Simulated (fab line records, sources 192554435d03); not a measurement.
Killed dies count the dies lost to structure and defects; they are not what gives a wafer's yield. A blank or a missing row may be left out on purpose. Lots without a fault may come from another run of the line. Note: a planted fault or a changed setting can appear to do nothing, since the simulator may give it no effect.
3 desks, one fault    flow n5-finfet    only its own numbers are on each desk; what lay behind them is given at the end

THE METROLOGY DESK
What the gauges read, lot by lot, whatever tool the lot ran on: means of the sampled wafers that have a number. If a lot's mean is further than 4 standard deviations from the usual mean, the lot is out of limits and carries the mark OUT (the distance appears in the brackets).
Columns: A = cd-nm at N5_BEOL_M6_CD_MEAS_18, usual 40.1 nm
lot   first seen here  A
L465  day 8 10:30      40.3
L471  day 10 05:50     40.4
L468  day 10 06:36     40.6
L470  day 10 10:59     39.2
L473  day 10 11:55     40.9
L479  day 12 10:24     39.4
L483  day 13 11:55     40.3
L484  day 13 16:01     39.8
L485  day 14 03:00     40.9
L486  day 14 11:08     39.4
This desk's verdict: no lot among the 10 shows anything out of limits.

DESK OF THE TOOL OWNER: pvd-sputter-01
The tool's own readings at N5_BEOL_M6_HM_DEP_02 (deposits TiN, target thk 20 nm): means of the sampled wafers that have a number, for each lot that ran on this tool. If a lot's mean is further than 4 standard deviations from the usual mean, the lot is out of limits and carries the mark OUT (the distance appears in the brackets).
Columns: A = throttle-valve-pct at N5_BEOL_M6_HM_DEP_02, usual 29.9 %
lot   first seen here  A
L471  day 10 04:14     29.8
L470  day 10 09:38     31.2
L479  day 12 09:22     29.9
This desk's verdict: no lot among the 3 shows anything out of limits.

THE DEFECT DESK
Inspection counts along the route, by lot: the mean over sampled wafers that carry a number. If a lot's mean is further than 4 standard deviations from the usual mean, the lot is out of limits and carries the mark OUT (the distance appears in the brackets).
Columns: A = raw-defect-count at N5_BEOL_M6_INSPECT_13, usual 417
lot   first seen here  A
L465  day 8 09:54      393
L471  day 10 04:47     370
L468  day 10 06:06     380
L470  day 10 10:04     319
L473  day 10 11:26     369
L479  day 12 09:55     668
L483  day 13 11:05     392
L484  day 13 15:31     295
L485  day 14 02:07     428
L486  day 14 10:37     330
This desk's verdict: no lot among the 10 shows anything out of limits.

PUT TOGETHER
At the metrology desk, nothing out of limits was observed.
Nothing out of limits was seen by the tool owner's desk.
Nothing out of limits was seen by the defect desk.

WHAT HAD BEEN PUT IN BY THE SIMULATOR
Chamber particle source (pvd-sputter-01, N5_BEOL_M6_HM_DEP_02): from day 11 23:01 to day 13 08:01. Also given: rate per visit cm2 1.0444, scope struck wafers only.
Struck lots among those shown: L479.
